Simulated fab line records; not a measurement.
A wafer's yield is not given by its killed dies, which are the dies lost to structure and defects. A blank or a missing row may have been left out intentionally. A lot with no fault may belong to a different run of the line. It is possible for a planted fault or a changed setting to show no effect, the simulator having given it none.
fab line records	flow nand_harc	part 1 of 2: steps 1 to 4 of 6
[record] lots = 21	wafers = 63	last_day = 35
route steps=1302 shown A_STAIRCASE@738
lots that met no fault: from a run of the same line without faults
start_h: the number of hours between the record's first day and the start of the first shown wafer of the lot	wait_h: hours since the lot's step before	" as in the row above	L1.1+2: a row that stands for several wafers	- value missing, or start not given	* or withheld: withheld	< > ~ a bound
route shown NAME@n: names a module that has steps shown in the file, with the first one's number in the route	usual: the fault-free wafers' mean and standard deviation	same: alike in all rows	chamber/n: place in a boat	sites: the reading at each site	_std_site: standard deviation across them	_edge_site: the outer-site mean with the inner-site mean subtracted	radius_mm: how far each site lies from the wafer's centre	mask NAME#n: copy n	behind: the last tool/chamber to shape the wafer	hold: why the lot went on hold/how many hours it stayed there/how the hold came to an end	device: the transistor (n, p or np) that didn't switch	end of line: the route-end tests of the same wafers	a step without rows: its recipe alone	killed: count of dies lost to structure and defects at first sort (not the wafer's yield)	map: the dies of a wafer, with x for killed, . for not killed, _ for no die there
set.NAME: setting as actually run; set.NAME@STEP: the setting as run at that earlier step	model.NAME: the simulator's own value behind a step, which no gauge read
one table for each step of the route and one row for each wafer, over a sample of lots
services: when a tool's chamber went out of use (start_h, in hours from the record's first day, below 0 if earlier), for how many hours, and the reason
[[steps]]
[step NHARC_A_STAIRCASE_TRIM_224]
[recipe] time_s = 211.2	o2_flow_sccm = 500	ar_flow_sccm = 0	bias_w = 0	chemistry = O2
[usual] drypump_motor_current_A = 5.9/0.53	mfc_ar_sccm = 0.008/0.011	oes_product_au = 0.999/0.012	rf_vpp_V = 57.6/0.98	showerhead_plenum_p_Torr = 3.50/0.13	throttle_valve_pct = 17.037/0.0088
[same] bias_w = 0
lot.wafer	tool	chamber	start_h	wait_h	drypump_motor_current_A	mfc_ar_sccm	oes_product_au	rf_hours_counter_h	rf_vpp_V	showerhead_plenum_p_Torr	throttle_valve_pct
L074.2	rie_diel-01	2	-	-	6.2	0	1.008	48	56.2	3.48	17.039
L074.5	"	2	"	"	6.2	0	1.000	-	58.0	3.48	17.039
L074.6	"	3	"	"	6.3	0	1.005	-	59.0	3.49	17.032
L076.4	rie_diel-04	2	-	-	5.3	0.017	1.000	7	57.4	3.59	17.049
L076.2	"	3	"	"	6.6	0.006	0.975	7	57.6	3.80	17.016
L076.5	"	2	"	"	5.3	0.017	1.009	-	56.7	3.59	17.038
L077.2	rie_diel-04	0	-	-	5.5	0.020	0.991	7	56.9	3.47	17.036
L077.1	"	1	"	"	5.6	0	1.005	7	59.2	3.44	17.032
L077.3	"	2	"	"	5.2	0.017	1.011	8	58.0	3.59	17.040
L078.3	rie_diel-01	2	-	-	6.2	0	1.009	0	57.3	3.48	17.044
L078.2	"	3	"	"	6.3	0	1.011	0	58.3	3.49	17.034
L078.1	"	1	"	"	6.1	0	1.006	0	57.5	3.50	17.042
L080.1	rie_diel-01	1	-	-	6.1	0	1.014	7	58.3	3.50	17.035
L080.2	"	0	"	"	6.7	0.003	0.998	10	56.0	3.33	17.029
L080.5	"	2	"	"	6.2	0	1.013	-	58.2	3.47	17.041
L079.4	rie_diel-01	3	-	-	6.3	0	0.997	10	55.7	3.48	17.037
L079.2	"	0	"	"	6.7	0.003	1.003	11	57.6	3.33	17.034
L079.5	"	2	"	"	6.2	0	0.987	-	58.1	3.47	17.059
L082.1	rie_diel-01	3	-	-	6.3	0	1.012	16	58.7	3.48	17.024
L082.2	"	0	"	"	6.7	0.003	1.002	16	57.8	3.32	17.037
L082.6	"	0	"	"	6.7	0.003	1.006	-	55.9	3.32	17.029
L083.2	rie_diel-04	3	-	-	6.6	0.006	0.964	33	58.5	3.79	17.032
L083.6	"	2	"	"	5.2	0.017	1.004	-	57.8	3.57	17.038
L083.5	"	3	"	"	6.6	0.006	0.970	-	57.8	3.79	17.034
L084.2	rie_diel-05	3	-	-	5.2	0	0.989	18	58.3	3.60	17.037
L084.4	"	0	"	"	6.0	0	1.011	19	57.1	3.34	17.027
L084.6	"	2	"	"	5.7	0.034	0.989	-	55.8	3.29	17.020
L086.3	rie_diel-05	1	-	-	5.0	0.032	0.996	21	58.8	3.60	17.059
L086.2	"	0	"	"	6.0	0	1.013	23	57.3	3.34	17.045
L086.5	"	1	"	"	4.9	0.032	0.989	-	60.2	3.60	17.044
L088.1	rie_diel-04	3	-	-	6.6	0.006	0.979	48	58.8	3.78	17.023
L088.2	"	0	"	"	5.5	0.020	0.993	49	56.4	3.45	17.042
L088.4	"	1	"	"	5.6	0	1.025	45	58.0	3.42	17.026
L087.2	rie_diel-01	2	-	-	6.2	0	1.003	26	57.8	3.46	17.040
L087.3	"	3	"	"	6.3	0	1.010	30	56.8	3.47	17.039
L087.5	"	3	"	"	6.3	0	1.002	-	58.1	3.47	17.043
L089.1	rie_diel-01	0	-	-	6.7	0.003	1.015	30	57.0	3.31	17.034
L089.6	"	1	"	"	6.1	0	1.013	-	57.8	3.49	17.037
L089.5	"	2	"	"	6.2	0	1.002	-	56.1	3.46	17.039
L090.2	rie_diel-01	0	-	-	6.7	0.003	1.005	34	57.4	3.31	17.039
L090.3	"	3	"	"	6.4	0	1.012	34	56.6	3.47	17.020
L090.6	"	2	"	"	6.2	0	0.997	-	58.2	3.46	17.041
L091.1	rie_diel-04	2	-	-	5.2	0.017	1.012	51	58.9	3.56	17.047
L091.4	"	0	"	"	5.5	0.020	1.001	56	58.0	3.44	17.036
L091.5	"	2	"	"	5.2	0.017	1.003	-	57.5	3.56	17.053
L093.3	rie_diel-04	1	-	-	5.6	0	1.011	1	56.4	3.42	17.032
L093.6	"	2	"	"	5.2	0.017	1.020	-	58.4	3.56	17.055
L093.5	"	3	"	"	6.6	0.006	0.977	-	59.4	3.78	17.028
L092.3	rie_diel-04	2	-	-	5.2	0.017	1.004	2	56.3	3.56	17.049
L092.1	"	3	"	"	6.6	0.006	0.996	2	57.5	3.77	17.033
L092.5	"	2	"	"	5.3	0.017	1.005	-	56.4	3.56	17.040
L094.4	rie_diel-05	1	-	-	4.9	0.032	0.986	52	56.5	3.58	17.019
L094.2	"	2	"	"	5.7	0.034	1.003	52	55.8	3.27	17.058
L094.5	"	1	"	"	4.9	0.032	0.982	-	57.9	3.58	17.037
L095.3	rie_diel-01	0	-	-	6.7	0.003	0.992	6	56.5	3.30	17.034
L095.5	"	2	"	"	6.2	0	0.988	-	57.3	3.45	17.029
L095.6	"	3	"	"	6.4	0	1.015	-	57.4	3.46	17.039
L096.3	rie_diel-04	1	-	-	5.6	0	1.014	11	57.9	3.41	17.042
L096.2	"	2	"	"	5.2	0.017	1.007	15	57.3	3.55	17.018
L096.5	"	1	"	"	5.6	0	1.003	-	58.0	3.41	17.036
L097.4	rie_diel-05	1	-	-	4.9	0.032	0.986	1	57.2	3.57	17.032
L097.3	"	2	"	"	5.7	0.034	0.997	1	57.8	3.81	17.038
L097.2	"	3	"	"	5.3	0	0.993	1	57.9	3.58	17.047
[step NHARC_A_STAIRCASE_DESCUM_252]
[recipe] time_s = 3	o2_flow_sccm = 200	ar_flow_sccm = 0	bias_power_w = 0	chemistry = O2
[usual] drypump_motor_current_A = 5.9/0.52	mfc_ar_sccm = 0.008/0.011	oes_product_au = 1.001/0.013	rf_vpp_V = 57.8/0.85	showerhead_plenum_p_Torr = 1.89/0.076	throttle_valve_pct = 11.312/0.0089
[same] bias_power_w = 0
lot.wafer	tool	chamber	start_h	wait_h	drypump_motor_current_A	mfc_ar_sccm	oes_product_au	rf_hours_counter_h	rf_vpp_V	showerhead_plenum_p_Torr	throttle_valve_pct
L074.2	rie_diel-01	1	364.67	-	6.1	0	0.986	49	57.5	1.90	11.304
L074.6	"	1	"	"	6.1	0	0.987	-	57.7	1.90	11.297
L074.5	"	2	"	"	6.2	0	1.009	-	58.5	1.88	11.326
L076.4	rie_diel-04	2	388.14	-	5.3	0.017	1.011	10	57.5	1.95	11.321
L076.2	"	3	"	"	6.6	0.006	0.982	10	56.9	2.07	11.307
L076.5	"	2	"	"	5.3	0.017	1.012	-	56.9	1.95	11.329
L077.1	rie_diel-04	2	390.06	-	5.3	0.017	1.007	10	58.1	1.95	11.308
L077.3	"	0	"	"	5.5	0.020	0.987	8	57.5	1.88	11.323
L077.2	"	1	"	"	5.6	0	1.011	8	58.6	1.86	11.323
L078.2	rie_diel-04	1	396.19	-	5.6	0	0.998	10	59.1	1.86	11.304
L078.1	"	2	"	"	5.2	0.017	0.996	11	56.9	1.95	11.315
L078.3	"	3	"	"	6.6	0.006	0.982	12	58.4	2.07	11.315
L080.2	rie_diel-01	2	427.31	-	6.2	0	1.003	7	57.4	1.88	11.317
L080.1	"	0	"	"	6.6	0.003	1.001	10	57.6	1.80	11.313
L080.5	"	3	"	"	6.3	0	1.008	-	57.7	1.89	11.321
L079.2	rie_diel-04	0	433.14	-	5.4	0.020	0.990	22	57.8	1.87	11.304
L079.4	"	2	"	"	5.2	0.017	0.991	21	59.1	1.94	11.308
L079.5	"	3	"	"	6.6	0.006	0.961	-	59.1	2.07	11.308
L082.2	rie_diel-04	2	460.04	-	5.3	0.017	0.999	33	57.2	1.94	11.323
L082.1	"	0	"	"	5.4	0.020	0.985	37	58.5	1.87	11.306
L082.6	"	2	"	"	5.2	0.017	1.007	-	57.5	1.94	11.316
L083.2	rie_diel-01	2	460.25	-	6.2	0	1.012	15	57.4	1.88	11.315
L083.5	"	1	"	"	6.1	0	1.011	-	57.4	1.89	11.313
L083.6	"	2	"	"	6.2	0	1.015	-	59.1	1.88	11.305
L084.2	rie_diel-05	0	470.44	-	6.0	0	0.999	20	57.8	1.80	11.311
L084.4	"	2	"	"	5.7	0.034	0.993	17	57.1	1.77	11.312
L084.6	"	3	"	"	5.3	0	0.992	-	58.2	1.96	11.327
L086.3	rie_diel-01	3	480.41	-	6.4	0	1.013	22	58.8	1.88	11.301
L086.2	"	0	"	"	6.7	0.003	1.010	23	56.5	1.79	11.315
L086.5	"	3	"	"	6.3	0	1.007	-	58.2	1.88	11.306
L088.2	rie_diel-05	1	502.80	-	4.9	0.032	0.986	31	58.1	1.95	11.320
L088.1	"	2	"	"	5.7	0.034	1.002	29	58.2	1.77	11.300
L088.4	"	0	"	"	6.0	0	1.004	34	57.7	1.80	11.305
L087.3	rie_diel-01	1	504.43	-	6.1	0	1.011	27	58.0	1.89	11.309
L087.2	"	2	"	"	6.2	0	1.013	27	57.3	1.87	11.325
L087.5	"	3	"	"	6.3	0	1.014	-	57.0	1.88	11.315
L089.1	rie_diel-05	0	505.35	-	6.0	0	1.013	34	58.6	1.80	11.303
L089.6	"	2	"	"	5.7	0.034	0.990	-	56.7	1.77	11.318
L089.5	"	3	"	"	5.2	0	0.982	-	58.3	1.95	11.323
L090.3	rie_diel-01	1	521.10	-	6.1	0	1.024	28	57.5	1.89	11.316
L090.2	"	0	"	"	6.7	0.003	1.015	35	56.4	1.79	11.305
L090.6	"	0	"	"	6.7	0.003	1.008	-	56.8	1.79	11.286
L091.1	rie_diel-05	2	534.01	-	5.7	0.034	1.001	42	57.0	1.77	11.299
L091.4	"	0	"	"	6.0	0	0.997	46	57.2	1.80	11.305
L091.5	"	1	"	"	4.9	0.032	0.984	-	56.3	1.95	11.306
L093.3	rie_diel-04	0	550.94	-	5.5	0.020	0.994	1	57.9	1.86	11.321
L093.6	"	1	"	"	5.6	0	1.022	-	58.1	1.85	11.319
L093.5	"	2	"	"	5.2	0.017	1.016	-	58.4	1.93	11.295
L092.1	rie_diel-04	1	555.55	-	5.6	0	1.018	3	57.3	1.85	11.305
L092.3	"	3	"	"	6.6	0.006	0.990	3	60.2	2.06	11.316
L092.5	"	2	"	"	5.2	0.017	1.012	-	57.4	1.93	11.311
L094.4	rie_diel-04	1	563.57	-	5.6	0	0.997	5	57.9	1.85	11.314
L094.2	"	2	"	"	5.3	0.017	1.004	6	56.9	1.93	11.309
L094.5	"	2	"	"	5.3	0.017	1.006	-	56.5	1.93	11.328
L095.3	rie_diel-04	2	586.44	-	5.2	0.017	1.019	15	58.3	1.93	11.314
L095.5	"	3	"	"	6.5	0.006	0.994	-	59.1	2.05	11.319
L095.6	"	0	"	"	5.5	0.020	1.001	-	59.4	1.86	11.312
L096.2	rie_diel-04	1	589.68	-	5.6	0	1.017	13	57.4	1.85	11.330
L096.3	"	2	"	"	5.2	0.017	1.018	17	58.6	1.93	11.308
L096.5	"	3	"	"	6.6	0.006	0.981	-	57.9	2.05	11.311
L097.3	rie_diel-04	0	599.83	-	5.5	0.020	1.000	17	58.7	1.86	11.311
L097.2	"	1	"	"	5.6	0	1.014	15	57.7	1.84	11.313
L097.4	"	3	"	"	6.5	0.006	0.988	21	58.7	2.05	11.303
[step NHARC_A_STAIRCASE_ETCH_292]
[recipe] cf4_flow_sccm = 100	chf3_flow_sccm = 30	ar_flow_sccm = 0	rf_w = 500	bias_w = 200	chemistry = CF4/CHF3
[usual] bias_w = 200.0/0.63	drypump_motor_current_A = 5.8/0.54	mfc_ar_sccm = 0.009/0.012	oes_product_au = 0.937/0.022	rf_vpp_V = 370.1/2.3	showerhead_plenum_p_Torr = 1.56/0.064	throttle_valve_pct = 16.803/0.0083
lot.wafer	tool	chamber	start_h	wait_h	bias_w	drypump_motor_current_A	mfc_ar_sccm	oes_product_au	rf_hours_counter_h	rf_vpp_V	showerhead_plenum_p_Torr	throttle_valve_pct
L074.2	rie_diel-04	1	385.88	0.3	200.8	5.6	0	0.941	7	369.4	1.54	16.785
L074.6	"	2	"	"	199.6	5.2	0.017	0.948	-	371.1	1.60	16.789
L074.5	"	3	"	"	200.6	6.6	0.006	0.923	-	372.8	1.70	16.794
L076.4	rie_diel-04	2	399.55	0.1	199.6	5.2	0.017	0.932	11	370.8	1.60	16.798
L076.2	"	3	"	"	199.8	6.5	0.006	0.909	12	374.3	1.70	16.791
L076.5	"	0	"	"	199.8	5.5	0.020	0.937	-	369.2	1.55	16.812
L077.2	rie_diel-01	0	401.23	0.1	199.3	6.7	0.003	0.971	5	367.1	1.48	16.817
L077.3	"	1	"	"	199.5	6.1	0	0.988	3	372.2	1.56	16.818
L077.1	"	2	"	"	201.6	6.1	0	0.986	3	369.2	1.55	16.793
L078.3	rie_diel-04	2	407.88	0.1	200.7	5.2	0.017	0.961	14	372.1	1.60	16.820
L078.2	"	3	"	"	200.7	6.6	0.006	0.960	14	374.1	1.70	16.787
L078.1	"	0	"	"	199.1	5.5	0.020	0.978	15	369.1	1.54	16.793
L080.2	rie_diel-01	0	442.00	0.1	199.3	6.7	0.003	0.913	12	367.9	1.48	16.801
L080.1	"	1	"	"	199.7	6.1	0	0.923	10	369.6	1.56	16.810
L080.5	"	0	"	"	199.3	6.7	0.003	0.919	-	368.0	1.48	16.794
L079.2	rie_diel-01	1	451.63	0.1	199.1	6.1	0	0.914	12	369.7	1.56	16.803
L079.4	"	3	"	"	200.2	6.3	0	0.924	13	370.9	1.55	16.810
L079.5	"	1	"	"	198.9	6.1	0	0.917	-	370.2	1.56	16.808
L082.2	rie_diel-05	0	473.14	0.1	199.7	6.0	0	0.923	21	366.1	1.49	16.788
L082.1	"	2	"	"	199.9	5.7	0.034	0.919	18	366.3	1.46	16.796
L082.6	"	0	"	"	200.0	6.0	0	0.930	-	369.0	1.49	16.799
L083.2	rie_diel-04	3	473.29	0.1	201.7	6.6	0.006	0.906	39	375.3	1.69	16.803
L083.5	"	2	"	"	200.2	5.3	0.017	0.926	-	371.7	1.59	16.805
L083.6	"	3	"	"	200.7	6.6	0.006	0.899	-	373.5	1.69	16.808
L084.4	rie_diel-05	0	482.59	0.1	199.1	6.0	0	0.967	24	369.0	1.49	16.796
L084.2	"	1	"	"	199.7	4.9	0.032	0.959	22	370.9	1.60	16.808
L084.6	"	2	"	"	198.7	5.7	0.034	0.982	-	367.2	1.46	16.817
L086.2	rie_diel-01	3	490.26	0.1	199.5	6.3	0	0.941	23	369.8	1.55	16.800
L086.3	"	1	"	"	200.2	6.1	0	0.931	22	370.0	1.56	16.805
L086.5	"	0	"	"	200.2	6.7	0.003	0.922	-	368.4	1.48	16.786
L088.1	rie_diel-05	1	518.22	0.1	200.8	4.9	0.032	0.917	34	371.2	1.60	16.798
L088.2	"	2	"	"	199.5	5.8	0.034	0.929	33	366.8	1.46	16.804
L088.4	"	3	"	"	200.1	5.3	0	0.913	36	371.5	1.60	16.805
L087.2	rie_diel-04	3	519.69	0.1	200.3	6.6	0.006	0.909	52	375.3	1.69	16.820
L087.3	"	0	"	"	200.5	5.4	0.020	0.921	53	368.3	1.54	16.815
L087.5	"	3	"	"	200.0	6.6	0.006	0.910	-	374.1	1.69	16.806
L089.1	rie_diel-05	0	524.73	0.1	200.1	6.0	0	0.942	40	368.5	1.48	16.803
L089.5	"	2	"	"	198.9	5.7	0.034	0.938	-	367.3	1.46	16.799
L089.6	"	3	"	"	201.2	5.2	0	0.926	-	371.1	1.60	16.799
L090.2	rie_diel-05	1	535.71	0.1	199.9	4.9	0.032	0.911	43	371.1	1.60	16.792
L090.3	"	3	"	"	200.1	5.2	0	0.916	46	371.1	1.60	16.807
L090.6	"	0	"	"	200.1	5.9	0	0.922	-	367.6	1.48	16.801
L091.1	rie_diel-01	0	550.05	0.1	200.3	6.7	0.003	0.920	47	367.4	1.47	16.803
L091.5	"	2	"	"	200.4	6.2	0	0.929	-	369.5	1.54	16.816
L091.4	"	3	"	"	199.3	6.3	0	0.976	-	371.1	1.55	16.795
L093.3	rie_diel-04	1	564.74	0.1	200.5	5.6	0	0.933	5	368.5	1.52	16.793
L093.5	"	2	"	"	200.7	5.3	0.017	0.921	-	371.4	1.59	16.796
L093.6	"	3	"	"	200.2	6.5	0.006	0.921	-	375.4	1.68	16.818
L092.1	rie_diel-01	1	569.06	0.1	199.8	6.1	0	0.959	0	369.1	1.55	16.806
L092.3	"	3	"	"	200.8	6.3	0	0.974	0	368.5	1.55	16.813
L092.5	"	2	"	"	200.4	6.2	0	0.941	-	368.0	1.54	16.799
L094.4	rie_diel-04	0	575.36	0.1	200.0	5.5	0.020	0.929	8	368.4	1.53	16.795
L094.2	"	1	"	"	199.7	5.6	0	0.939	8	369.1	1.52	16.794
L094.5	"	0	"	"	201.3	5.5	0.020	0.922	-	368.8	1.53	16.812
L095.3	rie_diel-01	0	601.10	0.1	200.0	6.7	0.003	0.916	13	367.8	1.47	16.799
L095.5	"	2	"	"	200.7	6.1	0	0.908	-	369.4	1.53	16.804
L095.6	"	3	"	"	200.8	6.3	0	0.936	-	371.1	1.54	16.809
L096.3	rie_diel-04	2	603.83	0.1	200.2	5.2	0.017	0.945	19	373.1	1.58	16.807
L096.2	"	3	"	"	199.5	6.6	0.006	0.912	22	374.8	1.68	16.792
L096.5	"	1	"	"	199.1	5.6	0	0.942	-	368.4	1.52	16.798
L097.4	rie_diel-05	2	614.20	0.1	199.9	5.7	0.034	0.961	8	375.1	1.70	16.806
L097.2	"	3	"	"	199.2	5.2	0	0.976	8	371.5	1.59	16.801
L097.3	"	1	"	"	199.2	4.9	0.032	0.949	8	368.1	1.59	16.811
[step NHARC_A_STAIRCASE_ALD_420]
[recipe] target_thk_a = 200	pulse_time_s = 6	ald_cycles = 200	temp_c = 300	material = SiO2
[usual] heater_power_w = 470/37	precursor_pulse_height_rel = 1.000/0.018
lot.wafer	tool	chamber	start_h	wait_h	heater_power_w	precursor_pulse_height_rel
L074.2	ald_hk-02	1	399.04	-	486	1.036
L074.5	"	0	"	"	532	1.013
L074.6	"	1	"	"	489	1.036
L076.4	ald_hk-04	1	412.94	-	422	1.025
L076.2	"	2	"	"	492	0.992
L076.5	"	2	"	"	482	1.027
L077.1	ald_hk-04	0	416.51	-	511	1.014
L077.2	"	1	"	"	434	0.979
L077.3	"	2	"	"	486	1.020
L078.3	ald_hk-04	0	419.65	-	506	1.020
L078.1	"	1	"	"	426	0.995
L078.2	"	2	"	"	512	1.006
L080.1	ald_hk-02	2	453.93	-	487	1.005
L080.2	"	3	"	"	488	1.015
L080.5	"	0	"	"	528	0.967
L079.2	ald_hk-04	0	464.34	-	476	1.011
L079.4	"	2	"	"	486	1.029
L079.5	"	3	"	"	480	1.010
L082.1	ald_hk-03	0	485.38	-	416	0.992
L082.2	"	1	"	"	521	0.998
L082.6	"	0	"	"	419	0.998
L083.2	ald_hk-03	3	487.80	-	403	0.973
L083.6	"	0	"	"	422	0.973
L083.5	"	1	"	"	526	1.040
L084.4	ald_hk-04	2	494.75	-	493	0.972
L084.2	"	3	"	"	474	0.998
L084.6	"	0	"	"	485	0.985
L086.2	ald_hk-03	3	502.31	-	393	1.010
L086.3	"	1	"	"	526	1.009
L086.5	"	0	"	"	424	0.994
L089.1	ald_hk-04	1	538.25	-	416	0.954
L089.5	"	3	"	"	484	1.012
L089.6	"	0	"	"	484	0.999
L087.2	ald_hk-04	1	539.04	-	422	0.992
L087.3	"	2	"	"	505	0.993
L087.5	"	0	"	"	480	0.987
L088.1	ald_hk-04	0	540.57	-	483	1.029
L088.4	"	1	"	"	418	1.030
L088.2	"	3	"	"	483	1.020
L090.2	ald_hk-02	1	547.74	0.1	501	1.000
L090.3	"	3	"	"	479	1.005
L090.6	"	2	"	"	449	1.007
L091.1	ald_hk-03	1	562.77	-	532	1.011
L091.4	"	2	"	"	489	0.997
L091.5	"	0	"	"	428	1.001
L092.3	ald_hk-04	1	581.64	-	420	0.978
L092.1	"	2	"	"	504	1.017
L092.5	"	0	"	"	486	1.028
L093.3	ald_hk-02	3	581.69	-	500	1.008
L093.5	"	2	"	"	466	1.006
L093.6	"	3	"	"	474	1.018
L094.2	ald_hk-04	3	588.35	-	487	1.029
L094.4	"	0	"	"	475	1.022
L094.5	"	0	"	"	481	1.022
L096.2	ald_hk-03	1	620.29	-	489	1.002
L096.3	"	2	"	"	472	0.985
L096.5	"	0	"	"	423	0.982
L095.3	ald_hk-03	0	621.40	-	427	0.955
L095.6	"	2	"	"	474	0.999
L095.5	"	3	"	"	426	1.010
L097.2	ald_hk-02	2	630.83	-	450	1.007
L097.4	"	0	"	"	536	1.019
L097.3	"	1	"	"	485	1.039
